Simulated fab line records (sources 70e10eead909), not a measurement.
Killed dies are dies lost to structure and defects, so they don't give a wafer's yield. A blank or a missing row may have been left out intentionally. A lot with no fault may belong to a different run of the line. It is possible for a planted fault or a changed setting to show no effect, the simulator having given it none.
Comparing a struck lot with a sound one + flow nandHarc + 14 steps out of a route of 1159
Sound: these wafers, L545.1, L545.3, L545.4. The struck wafers were L560.2, L560.4, L560.5. The cause comes at the end.
Each step with rows lists, per side, the tool, then ch with its chambers, then its first start. Under that, the readings that differ: sound wafers + struck wafers + difference of the means + sigmas: that difference in standard deviations of wafers without a fault.
alike: readings whose means differ by less than 2 such deviations, and words and numbers that are the same on both sides. not compared: withheld readings, readings that some wafer has no value for, bounds like >300 that may hide the same value, and numbers for which the record gives no deviation and whose values overlap.
The two part at a step that has a row with sigmas, a row that says differs or no value, or rows on one side only. Numbers that don't overlap but have no deviation are shown without sigmas and don't part them. A reading that every wafer of one side lacks parts them only if that side has two wafers or more.

first, 7 steps without rows for these wafers: NHARC_A_BONDPAD_COAT_33 (time 65 s); NHARC_A_BONDPAD_COAT_03 (resist thk 600 nm); NHARC_A_BONDPAD_SOFTBAKE_04 (time 70 s); NHARC_A_BONDPAD_EBR_05; NHARC_A_BONDPAD_EXPOSE_06 (exposes mask A BPAD); NHARC_A_BONDPAD_PEB_07 (peb time 80 s); NHARC_A_BONDPAD_DEVELOP_08 (time 50 s).
NHARC_A_BONDPAD_CD_MEAS_09: the cd target is 500 nm.
  sound on cdSem-01 ch 0, day 18 02:43; struck on cdSem-02 ch 0, day 21 17:40
  alike: cdNm
NHARC_A_BONDPAD_OVL_MEAS_35:
  struck on overlay-02, day 21 17:46; sound on overlay-02, day 18 02:49
| reading         | sound | struck   | difference | sigmas |
|-----------------|-------|----------|------------|--------|
| overlayYNm (nm) | 5 5 5 | -8 -8 -7 | -13        | -2     |
  alike: overlayXNm
then, 1 step without rows for these wafers: NHARC_A_BONDPAD_HARDBAKE_10 (time 65 s).
NHARC_A_BONDPAD_DESCUM_11: chemistry O2, time 3 s.
  sound on rieDiel-05 ch 1,2,3, day 18 02:56; struck on rieDiel-05 ch 1,3, day 21 17:53
  alike: drypumpMotorCurrentA, oesProductAu, rfVppV, showerheadPlenumPTorr, throttleValvePct
  not compared: rfHoursCounterH
NHARC_A_BONDPAD_ETCH_34: etches the open film in N2/H2, target depth 60 nm, overetch 18 nm, time 65.91 s.
  sound on rieDiel-05 ch 0,1,2, day 18 03:03; struck on rieDiel-05 ch 0,2,3, day 21 17:58
  alike: biasW, chamberPressureMTorr, drypumpMotorCurrentA, oesProductAu, rfVppV, showerheadPlenumPTorr, throttleValvePct
  not compared: rfHoursCounterH
NHARC_A_BONDPAD_ETCH_12: etches the open film in CHF3/O2, target depth 220 nm, time 110 s.
  sound on rieDiel-05 ch 0,1,3, day 18 03:08; struck on rieDiel-05 ch 0,2, day 21 18:04
  no value came back on the struck wafers for any of 8 readings (biasW (W), chamberPressureMTorr (mTorr) and others); on the sound wafers biasW (W) reads 200.3 200.1 199.4
NHARC_A_BONDPAD_CD_MEAS_13:
  struck on cdSem-02, day 21 18:13; sound on cdSem-01, day 18 03:17
  alike: cdNm

== WHERE THEY PART ==
First at NHARC_A_BONDPAD_OVL_MEAS_35; last, within this record, at NHARC_A_BONDPAD_ETCH_12. Later steps at which nothing parts them and some readings are alike: NHARC_A_BONDPAD_CD_MEAS_13.

WHY: whatever the simulator had introduced
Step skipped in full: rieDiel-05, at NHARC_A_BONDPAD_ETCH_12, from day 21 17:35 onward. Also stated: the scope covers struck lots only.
